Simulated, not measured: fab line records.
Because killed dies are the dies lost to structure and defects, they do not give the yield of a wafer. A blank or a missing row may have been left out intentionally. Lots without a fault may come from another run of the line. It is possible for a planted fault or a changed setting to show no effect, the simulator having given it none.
A struck lot beside a sound one :: flow n5 finfet :: 35 out of 1938 route steps
Sound: these wafers, L762.1, L762.5, L762.6. Wafers struck: L769.3, L769.4, L769.5. The cause is given at the end.
At each step with rows: each side's tool, then ch and its chambers, then its first start. Under that, the readings that differ: sound wafers :: struck wafers :: difference of the means :: sigmas: that difference in standard deviations of wafers without a fault.
alike: readings with means less than 2 such deviations apart, plus words and numbers identical on both sides. not compared: withheld readings, readings lacking a value on some wafer, bounds such as >300 that could conceal the same value, and numbers that have no deviation in the record and whose values overlap.
The two part at a step that has a row with sigmas, a row that says differs or no value, or rows on one side only. When numbers do not overlap yet have no deviation, they are printed without sigmas and do not part them. Lack of a reading on every wafer of one side parts them only where that side has two or more wafers.

first, 12 steps without rows for these wafers: N5_BEOL_M4_ANNEAL_82 (time 240 s); N5_BEOL_M4_SPUTTER_86 (material Cu, target thk 4.5 nm, time 8.29 s); N5_BEOL_M4_ANNEAL_87 (time 240 s); N5_BEOL_M4_SPUTTER_88 (material Cu, target thk 4.5 nm, time 8.29 s); N5_BEOL_M4_ANNEAL_89 (time 240 s); N5_BEOL_M4_SPUTTER_90 (material Cu, target thk 4.5 nm, time 8.29 s); N5_BEOL_M4_ANNEAL_91 (time 240 s); N5_BEOL_M4_SPUTTER_92 (material Cu, target thk 4.5 nm, time 8.29 s); N5_BEOL_M4_ANNEAL_93 (time 240 s); N5_BEOL_M4_SPUTTER_94 (material Cu, target thk 4.5 nm, time 8.29 s); N5_BEOL_M4_ANNEAL_95 (time 240 s); N5_BEOL_M4_SPUTTER_96 (material Cu, target thk 4.5 nm, time 8.29 s).
N5_BEOL_M4_ECD_50: material Cu, target thk 300 nm.
  sound on ecd cu-01 ch 0,1, day 12 21:35; struck on ecd cu-02 ch 0,1, day 14 14:14
then, 21 steps without rows for these wafers: N5_BEOL_M4_ANNEAL_51 (time 90 s); N5_BEOL_M4_CMP_52 (polishes, stops on SiOC, t overpolish 6.8 s, target thk 40 nm); N5_BEOL_M4_PRE_CLEAN_60 (time 15 s); N5_BEOL_M4_CO_CAP_55 (material Co, precursor CCTBA/H2, target thk 2 nm, time 102.1 s); N5_BEOL_M4_PRE_CLEAN_56 (time 15 s); N5_BEOL_M4_DEP_57 (deposits SiCN from 3MS/NH3, target thk 8 nm, time 14 s); N5_BEOL_M5_ILD_DEP_00 (deposits SiCOH lowk from DEMS/porogen, target thk 140.64 nm, time 25.9 s); N5_BEOL_M5_CURE_79 (cures SiCOH lowk, time 240 s); N5_BEOL_M5_PECVD_70 (deposits SiO2 from TEOS/O2, target thk 16 nm, time 18 s); N5_BEOL_M5_HM_DEP_02 (deposits TiN, target thk 20 nm); N5_BEOL_M5_COAT_59 (time 60 s, resist thk 60 nm); N5_BEOL_M5_COAT_60 (time 60 s, resist thk 12 nm); N5_BEOL_M5_COAT_71 (time 60 s, resist thk 5 nm); N5_BEOL_M5_COAT_05 (resist thk 30 nm); N5_BEOL_M5_EBR_07; N5_BEOL_M5_SOFTBAKE_06 (time 60 s); N5_BEOL_M5_EXPOSE_08 (exposes mask M5, target cd 28 nm); N5_BEOL_M5_PEB_09 (peb time 60 s); N5_BEOL_M5_DEVELOP_10 (develop time 30 s); N5_BEOL_M5_DESCUM_16 (chemistry O2, time 7 s); N5_BEOL_M5_ETCH_72 (etches underlayer in N2/H2, target depth 6.5 nm, time 5.2 s).
-- a jump in the record: the struck wafers' starts before and after are 5 days apart (it breaks off in module BEOL_M5 and resumes in module PASSIVATION, where the first step shown is number 1936 of the route) --
N5_PASSIVATION_PROBE_49:
  sound on prober-02, day 17 17:48; struck on prober-01, day 19 09:01
reading: defect limited yield (%)
sound: 90.8 92.8 92.3
struck: 68.4 69.1 71.4
difference: -22.3
sigmas: -16

reading: killed_at_M4_up
sound: 20 6 13
struck: 286 297 267
difference: +270
sigmas: +45

reading: killed dies
sound: 108 85 91
struck: 373 365 338
difference: +264
sigmas: +16

reading: killed on rim
sound: 18 11 15
struck: 42 45 50
difference: +31
sigmas: +8

reading: sort_bin_5_function (%)
sound: 5.3 4.7 3.6
struck: 18.2 19.2 17.5
difference: +13.8
sigmas: +14

reading: sort_bin_6_memory (%)
sound: 3.3 2.1 3.8
struck: 11.4 9.8 10.1
difference: +7.4
sigmas: +11

reading: sort n pass
sound: 1072 1095 1089
struck: 807 815 842
difference: -264
sigmas: -16

reading: sort yield pct (%)
sound: 90.8 92.8 92.3
struck: 68.4 69.1 71.4
difference: -22.3
sigmas: -16
  alike: killed_at_M0_to_M3, killed at contacts, killed at front end, killed at other, killed open, killed short

## WHERE THEY PART
Only at N5_PASSIVATION_PROBE_49, within this record.

WHY: what the simulator had put in
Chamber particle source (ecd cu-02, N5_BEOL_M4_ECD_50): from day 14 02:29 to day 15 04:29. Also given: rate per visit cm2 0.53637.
